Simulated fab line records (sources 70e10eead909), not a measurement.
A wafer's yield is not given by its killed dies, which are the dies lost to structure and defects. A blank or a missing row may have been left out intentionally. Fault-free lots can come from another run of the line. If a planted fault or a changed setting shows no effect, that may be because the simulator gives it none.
fab line records | flow nand-harc
record: lots: 11 | wafers: 33 | last-day: 33
route steps=1302 shown A_BONDPAD@1226 THIN_TSV@1250 END@1302
lots with no fault: from the same line, run without faults
start-h: hours from the record's opening day to when the first of the lot's shown wafers began | wait-h: how many hours have passed since the lot's step before this one | " unchanged from the row above | L1.1+2: a single row standing in for several wafers | - no value present, or no start provided | * or withheld: withheld | < > ~ a bound
route shown NAME@n: NAME is a module with steps in the file, n the number in the route of the first one | usual: mean/standard deviation taken from wafers without a fault | same: alike in all rows | chamber/n: place in a boat | sites: per-site readings | _std_site: how widely they spread, as a standard deviation | _edge_site: mean of outer sites minus mean of inner sites | radius-mm: how far each site lies from the wafer's centre | mask NAME#n: copy n | behind: the tool/chamber that last shaped the wafer | hold: why the lot went on hold/how many hours it stayed there/how the hold came to an end | device: the transistor (n, p or np) that didn't switch | end of line: the route-end tests of the same wafers | step lacking rows: just its recipe | killed: the dies lost at the first sort to structure and to defects; this is not the yield of the wafer | map: the dies of a wafer, with x for killed, . for not killed, _ for no die there
set.NAME: the setting the step ran with; set.NAME@STEP: the setting that earlier step ran with | model.NAME: the simulator's own value behind a step, which no gauge read
route steps across a sampled set of lots; one table per step, one row per wafer
services: from which hour (start-h, from the record's first day; less than 0 if before it) a tool's chamber was out of use, for how many hours, and why
== steps ==
step: NHARC_A_BONDPAD_PRE_CLEAN_26
recipe: time-s: 30 | temp-c: 280 | gas: H2/He
usual: heater-power-w: 416/32
lot.wafer | tool           | chamber | start-h | wait-h | heater-power-w
L775.3    | pvd-sputter-02 | -       | -       | -      | 414
L775.1    | "              | -       | "       | "      | 409
L775.6    | "              | -       | "       | "      | 374
L776.3    | pvd-sputter-03 | -       | -       | -      | 433
L776.5    | "              | -       | "       | "      | 439
L776.6    | "              | -       | "       | "      | 381
L777.3    | pvd-sputter-02 | -       | -       | -      | 376
L777.2    | "              | -       | "       | "      | 422
L777.4    | "              | -       | "       | "      | 414
L778.3    | pvd-sputter-03 | -       | -       | -      | 440
L778.4    | "              | -       | "       | "      | 410
L778.5    | "              | -       | "       | "      | 449
L781.1    | pvd-sputter-02 | -       | -       | -      | 374
L781.4    | "              | -       | "       | "      | 407
L781.5    | "              | -       | "       | "      | 374
L788.4    | pvd-sputter-01 | -       | -       | -      | 415
L788.2    | "              | -       | "       | "      | 378
L788.3    | "              | -       | "       | "      | 459
L791.4    | pvd-sputter-01 | -       | -       | -      | 418
L791.1    | "              | -       | "       | "      | 471
L791.6    | "              | -       | "       | "      | 412
L793.3    | pvd-sputter-01 | -       | -       | -      | 374
L793.4    | "              | -       | "       | "      | 466
L793.5    | "              | -       | "       | "      | 365
L796.3    | pvd-sputter-02 | -       | -       | -      | 403
L796.5    | "              | -       | "       | "      | 405
L796.6    | "              | -       | "       | "      | 382
L798.3    | pvd-sputter-03 | -       | -       | -      | 458
L798.5    | "              | -       | "       | "      | 472
L798.6    | "              | -       | "       | "      | 383
L797.3    | pvd-sputter-01 | -       | -       | -      | 360
L797.2    | "              | -       | "       | "      | 470
L797.6    | "              | -       | "       | "      | 468
step: NHARC_A_BONDPAD_ANNEAL_28
recipe: temp-c: 225 | time-s: 90
usual: anneal-temp-c-max: 226.5/0.53 | wafer_temp_C_max: 225.86/0.24
lot.wafer | tool          | chamber | start-h | wait-h | anneal-temp-c-max | wafer_temp_C_max
L775.1    | rtp-anneal-01 | 0       | 534.03  | -      | 226.7             | 225.79
L775.3    | "             | 0       | "       | "      | 226.4             | 225.80
L775.6    | "             | 0       | "       | "      | 227.1             | 225.77
L776.3    | rtp-anneal-01 | 0       | 548.75  | -      | 226.7             | 225.77
L776.5    | "             | 0       | "       | "      | 226.0             | 225.79
L776.6    | "             | 0       | "       | "      | 226.6             | 225.87
L777.2    | rtp-anneal-02 | 0       | 549.00  | 0.3    | 225.6             | 226.07
L777.3    | "             | 0       | "       | "      | 225.7             | 226.16
L777.4    | "             | 0       | "       | "      | 225.9             | 226.18
L778.3    | rtp-anneal-01 | 0       | 573.04  | 0.3    | 226.7             | 225.91
L778.4    | "             | 0       | "       | "      | 227.0             | 225.80
L778.5    | "             | 0       | "       | "      | 226.6             | 226.04
L781.1    | rtp-anneal-01 | 0       | 602.75  | 0.3    | 226.3             | 225.83
L781.4    | "             | 0       | "       | "      | 226.4             | 225.82
L781.5    | "             | 0       | "       | "      | 226.5             | 225.68
L788.2    | rtp-anneal-01 | 0       | 671.90  | -      | 227.3             | 225.51
L788.3    | "             | 0       | "       | "      | 226.3             | 226.19
L788.4    | "             | 0       | "       | "      | 226.9             | 225.83
L791.1    | rtp-anneal-01 | 0       | 692.90  | 0.4    | 226.3             | 225.92
L791.4    | "             | 0       | "       | "      | 226.5             | 226.12
L791.6    | "             | 0       | "       | "      | 226.9             | 225.92
L793.3    | rtp-anneal-02 | 0       | 718.46  | -      | 225.8             | 225.68
L793.4    | "             | 0       | "       | "      | 226.0             | 225.81
L793.5    | "             | 0       | "       | "      | 226.1             | 226.11
L796.3    | rtp-anneal-01 | 0       | 749.52  | -      | 226.6             | 226.10
L796.5    | "             | 0       | "       | "      | 226.6             | 225.66
L796.6    | "             | 0       | "       | "      | 226.5             | 225.69
L798.3    | rtp-anneal-01 | 0       | 770.31  | -      | 227.0             | 225.92
L798.5    | "             | 0       | "       | "      | 227.3             | 225.80
L798.6    | "             | 0       | "       | "      | 226.5             | 225.47
L797.2    | rtp-anneal-02 | 0       | 771.31  | -      | 225.4             | 226.02
L797.3    | "             | 0       | "       | "      | 225.8             | 225.76
L797.6    | "             | 0       | "       | "      | 225.8             | 226.36
step: NHARC_THIN_TSV_DEP_43
recipe: target-thk-a: 13285 | temp-c: withheld | pressure-torr: 6.5 | rf-w: 900 | teos-flow-sccm: 161.4 | flow-sccm: 2650 | target-thk-nm: 1328.5 | gas: O2 | material: SiO2
usual: throttle-valve-pct: 15.8/0.58
lot.wafer | tool     | chamber | start-h | wait-h | throttle-valve-pct
L775.1    | pecvd-01 | 0       | 548.78  | -      | 15.4
L775.3    | "        | 1       | "       | "      | 16.0
L775.6    | "        | 1       | "       | "      | 16.1
L776.3    | pecvd-03 | 1       | 561.30  | -      | 15.6
L776.5    | "        | 0       | "       | "      | 15.9
L776.6    | "        | 1       | "       | "      | 15.2
L777.2    | pecvd-03 | 1       | 562.51  | -      | 15.5
L777.3    | "        | 2       | "       | "      | 15.7
L777.4    | "        | 2       | "       | "      | 15.4
L778.3    | pecvd-04 | 1       | 597.28  | -      | 16.7
L778.5    | "        | 0       | "       | "      | 16.9
L778.4    | "        | 2       | "       | "      | 15.5
L781.1    | pecvd-01 | 1       | 614.88  | -      | 16.2
L781.5    | "        | 1       | "       | "      | 16.1
L781.4    | "        | 0       | "       | "      | 15.8
L788.2    | pecvd-03 | 0       | 685.67  | -      | 16.4
L788.3    | "        | 1       | "       | "      | 15.5
L788.4    | "        | 2       | "       | "      | 15.9
L791.1    | pecvd-04 | 0       | 703.46  | -      | 16.4
L791.4    | "        | 1       | "       | "      | 16.4
L791.6    | "        | 2       | "       | "      | 14.9
L793.3    | pecvd-04 | 1       | 730.74  | -      | 16.5
L793.4    | "        | 2       | "       | "      | 15.0
L793.5    | "        | 0       | "       | "      | 16.1
L796.3    | pecvd-03 | 1       | 761.71  | -      | 15.1
L796.5    | "        | 1       | "       | "      | 15.2
L796.6    | "        | 0       | "       | "      | 16.2
L798.3    | pecvd-03 | 1       | 783.25  | -      | 15.1
L798.5    | "        | 1       | "       | "      | 15.2
L798.6    | "        | 2       | "       | "      | 16.2
L797.3    | pecvd-01 | 0       | 784.37  | -      | 16.5
L797.2    | "        | 1       | "       | "      | 15.7
L797.6    | "        | 2       | "       | "      | 15.3
step: NHARC_THIN_TSV_EXPOSE_09
recipe: na: 0.55 | dose-mj: 30.7 | mask-id: TSV
usual: exposure-dose-mJ-cm2: 30.68/0.04
lot.wafer | tool           | chamber | start-h | wait-h | mask  | exposure-dose-mJ-cm2
L775.1    | krf-scanner-03 | 0       | 549.33  | -      | TSV#0 | 30.73
L775.3    | "              | 0       | "       | "      | TSV#0 | 30.78
L775.6    | "              | 0       | "       | "      | TSV#0 | 30.79
L776.3    | krf-scanner-03 | 0       | 561.94  | -      | TSV#0 | 30.75
L776.5    | "              | 0       | "       | "      | TSV#0 | 30.75
L776.6    | "              | 0       | "       | "      | TSV#0 | 30.71
L777.2    | krf-scanner-03 | 0       | 563.02  | -      | TSV#0 | 30.65
L777.3    | "              | 0       | "       | "      | TSV#0 | 30.68
L777.4    | "              | 0       | "       | "      | TSV#0 | 30.64
L778.3    | krf-scanner-04 | 0       | 597.80  | -      | TSV#0 | 30.67
L778.4    | "              | 0       | "       | "      | TSV#0 | 30.66
L778.5    | "              | 0       | "       | "      | TSV#0 | 30.70
L781.1    | krf-scanner-01 | 0       | 615.56  | -      | TSV#0 | 30.65
L781.4    | "              | 0       | "       | "      | TSV#0 | 30.64
L781.5    | "              | 0       | "       | "      | TSV#0 | 30.73
L788.2    | krf-scanner-03 | 0       | 686.30  | -      | TSV#0 | 47.60
L788.3    | "              | 0       | "       | "      | TSV#0 | 47.59
L788.4    | "              | 0       | "       | "      | TSV#0 | 47.63
L791.1    | krf-scanner-03 | 0       | 704.04  | -      | TSV#0 | 44.57
L791.4    | "              | 0       | "       | "      | TSV#0 | 44.57
L791.6    | "              | 0       | "       | "      | TSV#0 | 44.58
L793.3    | krf-scanner-03 | 0       | 731.43  | -      | TSV#0 | 44.60
L793.4    | "              | 0       | "       | "      | TSV#0 | 44.54
L793.5    | "              | 0       | "       | "      | TSV#0 | 44.54
L796.3    | krf-scanner-01 | 0       | 762.27  | -      | TSV#0 | 30.64
L796.5    | "              | 0       | "       | "      | TSV#0 | 30.66
L796.6    | "              | 0       | "       | "      | TSV#0 | 30.67
L798.3    | krf-scanner-04 | 0       | 783.80  | -      | TSV#0 | 30.63
L798.5    | "              | 0       | "       | "      | TSV#0 | 30.63
L798.6    | "              | 0       | "       | "      | TSV#0 | 30.66
L797.2    | krf-scanner-04 | 0       | 784.89  | -      | TSV#0 | 30.59
L797.3    | "              | 0       | "       | "      | TSV#0 | 30.60
L797.6    | "              | 0       | "       | "      | TSV#0 | 30.62
step: NHARC_THIN_TSV_CD_MEAS_12
recipe: target-cd-nm: 1000 | landing-energy-ev: 500
usual: cd-nm: 998.9/1.7
lot.wafer | tool      | chamber | start-h | wait-h | cd-nm
L775.1    | cd-sem-03 | 0       | 549.49  | -      | 1002.2
L775.3    | "         | 0       | "       | "      | 1002.4
L775.6    | "         | 0       | "       | "      | 999.0
L776.3    | cd-sem-01 | 0       | 562.09  | -      | 998.5
L776.5    | "         | 0       | "       | "      | 999.1
L776.6    | "         | 0       | "       | "      | 998.3
L777.2    | cd-sem-02 | 0       | 563.17  | -      | 996.8
L777.3    | "         | 0       | "       | "      | 999.7
L777.4    | "         | 0       | "       | "      | 998.2
L778.3    | cd-sem-01 | 0       | 597.95  | -      | 1001.2
L778.4    | "         | 0       | "       | "      | 999.0
L778.5    | "         | 0       | "       | "      | 998.1
L781.1    | cd-sem-02 | 0       | 615.71  | -      | 995.7
L781.4    | "         | 0       | "       | "      | 997.2
L781.5    | "         | 0       | "       | "      | 998.1
L788.2    | cd-sem-01 | 0       | 686.46  | -      | 1014.1
L788.3    | "         | 0       | "       | "      | 1013.1
L788.4    | "         | 0       | "       | "      | 1013.2
L791.1    | cd-sem-02 | 0       | 704.20  | -      | 1011.6
L791.4    | "         | 0       | "       | "      | 1009.5
L791.6    | "         | 0       | "       | "      | 1013.5
L793.3    | cd-sem-03 | 0       | 731.58  | -      | 1007.5
L793.4    | "         | 0       | "       | "      | 1009.4
L793.5    | "         | 0       | "       | "      | 1008.9
L796.3    | cd-sem-03 | 0       | 762.42  | -      | 996.3
L796.5    | "         | 0       | "       | "      | 997.3
L796.6    | "         | 0       | "       | "      | 998.2
L798.3    | cd-sem-02 | 0       | 783.95  | -      | 995.8
L798.5    | "         | 0       | "       | "      | 995.9
L798.6    | "         | 0       | "       | "      | 994.8
L797.2    | cd-sem-01 | 0       | 785.05  | -      | 1000.8
L797.3    | "         | 0       | "       | "      | 999.8
L797.6    | "         | 0       | "       | "      | 1000.5
step: NHARC_THIN_TSV_CD_MEAS_37
usual: cd-nm: 4997.9/2.3
lot.wafer | tool      | chamber | start-h | wait-h | cd-nm
L775.1    | cd-sem-01 | -       | 556.94  | -      | 4999.5
L775.3    | "         | -       | "       | "      | 5000.0
L775.6    | "         | -       | "       | "      | 4996.9
L776.3    | cd-sem-01 | -       | 569.65  | -      | 4996.6
L776.5    | "         | -       | "       | "      | 4999.5
L776.6    | "         | -       | "       | "      | 4998.6
L777.2    | cd-sem-01 | -       | 570.57  | -      | 4996.9
L777.3    | "         | -       | "       | "      | 4999.4
L777.4    | "         | -       | "       | "      | 4996.3
L778.3    | cd-sem-01 | -       | 608.80  | -      | 5000.9
L778.4    | "         | -       | "       | "      | 4996.5
L778.5    | "         | -       | "       | "      | 4997.5
L781.1    | cd-sem-02 | -       | 623.45  | -      | 4994.7
L781.4    | "         | -       | "       | "      | 4995.9
L781.5    | "         | -       | "       | "      | 4996.2
L788.2    | cd-sem-03 | -       | 693.98  | -      | 5012.0
L788.3    | "         | -       | "       | "      | 5011.8
L788.4    | "         | -       | "       | "      | 5011.8
L791.1    | cd-sem-03 | -       | 711.58  | -      | 5010.9
L791.4    | "         | -       | "       | "      | 5009.7
L791.6    | "         | -       | "       | "      | 5013.3
L793.3    | cd-sem-01 | -       | 739.77  | -      | 5008.6
L793.4    | "         | -       | "       | "      | 5009.1
L793.5    | "         | -       | "       | "      | 5008.7
L796.3    | cd-sem-03 | -       | 770.00  | -      | 4995.3
L796.5    | "         | -       | "       | "      | 4996.6
L796.6    | "         | -       | "       | "      | 4997.4
L798.3    | cd-sem-03 | -       | 791.51  | -      | 4994.1
L798.5    | "         | -       | "       | "      | 4997.2
L798.6    | "         | -       | "       | "      | 4993.9
L797.2    | cd-sem-01 | -       | 792.47  | -      | 4998.4
L797.3    | "         | -       | "       | "      | 4996.4
L797.6    | "         | -       | "       | "      | 5000.7
step: NHARC_END_SORT_01
recipe: temp-c: 25
usual: defect-limited-yield: 92/3 | killed-at-array: 52/20 | killed-at-other: 1.0/1.3 | killed-at-periphery: 3.7/2.2 | killed-dies: 57/20 | killed-open: 3.2/1.6 | killed-short: 2.4/1.6 | sort_bin_2_pct: 2.9/1.4 | sort_bin_3_pct: 0.6/0.41 | sort_bin_4_pct: 4.8/1.5 | sort-n-pass: 620/20 | sort-rim-yield-pct: 93/3.5 | sort-yield-pct: 92/3
same: gross-dies: 677 | sort_bin_5_pct[%]: 0 | sort_bin_6_pct[%]: 0 | sort_bin_7_pct[%]: 0 | sort_bin_8_pct[%]: 0 | sort-rim-n-gross: 106.00
lot.wafer | tool      | chamber | start-h | wait-h | defect-limited-yield[%] | killed-at-array | killed-at-other | killed-at-periphery | killed-dies | killed-open | killed-short | sort_bin_2_pct[%] | sort_bin_3_pct[%] | sort_bin_4_pct[%] | sort-n-pass | sort-rim-yield-pct[%] | sort-yield-pct[%]
L776.3    | prober-01 | 0       | 578.81  | 3.1    | 89                      | 69              | 2               | 4                   | 75          | 1           | 3            | 3.2               | 1.0               | 6.8               | 602         | 90                    | 89
L776.5    | prober-01 | 0       | 580.44  | 3.8    | 91                      | 57              | 1               | 2                   | 60          | 4           | 0            | 3.5               | 0.6               | 4.7               | 617         | 89                    | 91
L776.6    | prober-01 | 0       | 581.25  | 4.1    | 91                      | 56              | 2               | 0                   | 58          | 5           | 3            | 2.5               | 0.1               | 5.9               | 619         | 94                    | 91
L778.3    | prober-02 | 0       | 617.54  | 3.1    | 89                      | 67              | 0               | 5                   | 72          | 6           | 2            | 3.1               | 1.2               | 6.4               | 605         | 93                    | 89
L778.4    | prober-02 | 0       | 618.34  | 3.4    | 92                      | 54              | 1               | 2                   | 57          | 3           | 1            | 3.7               | 0.3               | 4.4               | 620         | 92                    | 92
L778.5    | prober-02 | 0       | 619.14  | 3.7    | 90                      | 59              | 0               | 9                   | 68          | 3           | 1            | 3.2               | 0.9               | 5.9               | 609         | 91                    | 90
L788.2    | prober-01 | 0       | 702.49  | 2.8    | 94                      | 41              | 0               | 3                   | 44          | 5           | 7            | 1.6               | 0.6               | 4.3               | 633         | 91                    | 94
L788.3    | prober-01 | 0       | 703.29  | 3.1    | 94                      | 38              | 0               | 4                   | 42          | 2           | 2            | 2.1               | 0.4               | 3.7               | 635         | 92                    | 94
L788.4    | prober-01 | 0       | 704.09  | 3.4    | 93                      | 43              | 0               | 4                   | 47          | 6           | 2            | 2.2               | 0.9               | 3.8               | 630         | 95                    | 93
killed by level:class
L776.3 A_SLIT:chamber-film-flake=29 A_CHANNEL_HOLE_D2:chamber-film-flake=26 A_CONTACT:chamber-film-flake=5 A_CHANNEL_FILL_D2:chamber-film-flake=3 P_ZERO_WELL:chamber-film-flake=2 A_WL_FILL:chamber-film-flake=2 THIN_TSV:chamber-film-flake=2 P_STI:geometric-particle:short=1
L776.5 A_CHANNEL_HOLE_D2:chamber-film-flake=26 A_SLIT:chamber-film-flake=23 A_CHANNEL_FILL_D2:chamber-film-flake=4 A_WL_FILL:geometric-particle:open=2 P_CONTACT:geometric-particle:open=1 A_SGD_CUT:geometric-particle:open=1 P_ZERO_WELL:chamber-film-flake=1 A_CHANNEL_HOLE_D1:chamber-film-flake=1
L776.6 A_CHANNEL_HOLE_D2:chamber-film-flake=22 A_SLIT:chamber-film-flake=20 A_CONTACT:chamber-film-flake=4 A_ONON_D1:geometric-particle:short=2 A_M0:geometric-particle:open=2 THIN_TSV:chamber-film-flake=2 A_CHANNEL_FILL_D2:geometric-particle:open=1 A_WL_FILL:geometric-particle:open=1
L778.3 A_CHANNEL_HOLE_D2:chamber-film-flake=32 A_SLIT:chamber-film-flake=21 P_M0:chamber-film-flake=3 A_CHANNEL_FILL_D1:geometric-particle:open=2 A_BLC:geometric-particle:open=2 P_GATE:chamber-film-flake=2 A_CONTACT:chamber-film-flake=2 A_ONON_D1:geometric-particle:open=1
L778.4 A_CHANNEL_HOLE_D2:chamber-film-flake=25 A_SLIT:chamber-film-flake=23 A_ONON_D1:geometric-particle:short=1 A_ONON_D2:geometric-particle:open=1 A_WL_FILL:geometric-particle:open=1 A_BLC:geometric-particle:open=1 P_STI:chamber-film-flake=1 P_GATE:chamber-film-flake=1
L778.5 A_SLIT:chamber-film-flake=26 A_CHANNEL_HOLE_D2:chamber-film-flake=24 P_M0:chamber-film-flake=5 A_CHANNEL_HOLE_D1:chamber-film-flake=4 P_GATE:chamber-film-flake=3 P_M0:geometric-particle:open=1 A_DECK1_JOINT:geometric-particle:open=1 A_ONON_D2:geometric-particle:open=1
L788.2 A_CHANNEL_HOLE_D1:chamber-film-flake=23 A_WL_FILL:geometric-particle:short=3 A_SLIT:chamber-film-flake=3 A_DECK1_JOINT:geometric-particle:short=2 P_M1:chamber-film-flake=2 P_CONTACT:geometric-particle:open=1 A_SOURCE_PLATE:geometric-particle:short=1 A_SOURCE_PLATE:geometric-particle:open=1
L788.3 A_CHANNEL_HOLE_D1:chamber-film-flake=27 A_SLIT:chamber-film-flake=4 A_CONTACT:chamber-film-flake=2 P_BONDPAD:geometric-particle:short=1 A_ONON_D1:geometric-particle:short=1 A_ONON_D1:geometric-particle:open=1 A_M0:geometric-particle:open=1 P_ZERO_WELL:chamber-film-flake=1
L788.4 A_CHANNEL_HOLE_D1:chamber-film-flake=22 A_SLIT:chamber-film-flake=4 A_WL_FILL:geometric-particle:short=2 P_M1:chamber-film-flake=2 A_CONTACT:chamber-film-flake=2 A_M0:chamber-film-flake=2 A_ONON_D1:geometric-particle:open=1 A_ONON_D2:geometric-particle:open=1
== services ==
tool           | chamber | start-h | hours | kind
krf-scanner-04 | -       | 526.00  | 4.0   | pm
pvd-sputter-03 | -       | 526.01  | 10.0  | pm
pvd-sputter-02 | -       | 540.03  | 2.4   | repair
rtp-anneal-02  | -       | 546.89  | 1.3   | repair
pecvd-03       | -       | 547.28  | 13.0  | pm
pvd-sputter-01 | -       | 553.21  | 1.1   | repair
krf-scanner-04 | -       | 565.76  | 0.4   | repair
pecvd-01       | 0       | 567.08  | 3.6   | repair
krf-scanner-03 | -       | 568.00  | 4.0   | pm
pvd-sputter-03 | -       | 578.29  | 5.6   | repair
pecvd-04       | 0       | 580.22  | 5.0   | repair
pvd-sputter-01 | -       | 582.00  | 10.0  | pm
krf-scanner-03 | -       | 610.55  | 0.1   | repair
pvd-sputter-03 | -       | 622.00  | 1.2   | repair
pvd-sputter-02 | -       | 626.80  | 3.5   | repair
pecvd-03       | -       | 632.15  | 0.6   | repair
pvd-sputter-01 | -       | 634.66  | 4.1   | repair
pvd-sputter-02 | -       | 658.26  | 10.0  | pm
pecvd-03       | -       | 728.28  | 13.0  | pm
krf-scanner-03 | -       | 740.00  | 4.0   | pm
pvd-sputter-01 | -       | 741.89  | 9.3   | repair
krf-scanner-03 | -       | 745.29  | 0.5   | repair
pvd-sputter-01 | -       | 760.00  | 10.0  | pm
pecvd-03       | 0       | 773.37  | 23.0  | repair
== key ==
first-sign: step: NHARC_THIN_TSV_EXPOSE_09 | reading: exposure-dose-mJ-cm2 | direction: up | sigmas: 99+ | usual: 30.68 | struck: 45.58
effect: step: NHARC_THIN_TSV_CD_MEAS_12 | reading: cd-nm | direction: up | sigmas: 7.1 | usual: 998.9 | struck: 1011.2 | through: control-loop
effect: step: NHARC_THIN_TSV_CD_MEAS_37 | reading: cd-nm | direction: up | sigmas: 5.6 | usual: 4997.9 | struck: 5010.7 | through: control-loop
met-at NHARC_THIN_TSV_EXPOSE_09
struck-lots L788,L791,L793
loop-trim: step: NHARC_THIN_TSV_EXPOSE_09 | setting: dose | lots: L791,L793
not-acting-at NHARC_A_BONDPAD_PRE_CLEAN_26,NHARC_A_BONDPAD_ANNEAL_28,NHARC_THIN_TSV_DEP_43
onset-between 563.02 686.30
fault: kind: process-parameter-drift | tool: krf-scanner-03 | chamber: - | onset-h: 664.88 | steps: NHARC_THIN_TSV_EXPOSE_09 | channel: dose-mj | offset: 16.933 | shape: step | acts-in: these-recipes-only | stated: 30.7
loop-trim: a control loop set the setting to another value than it would have without faults
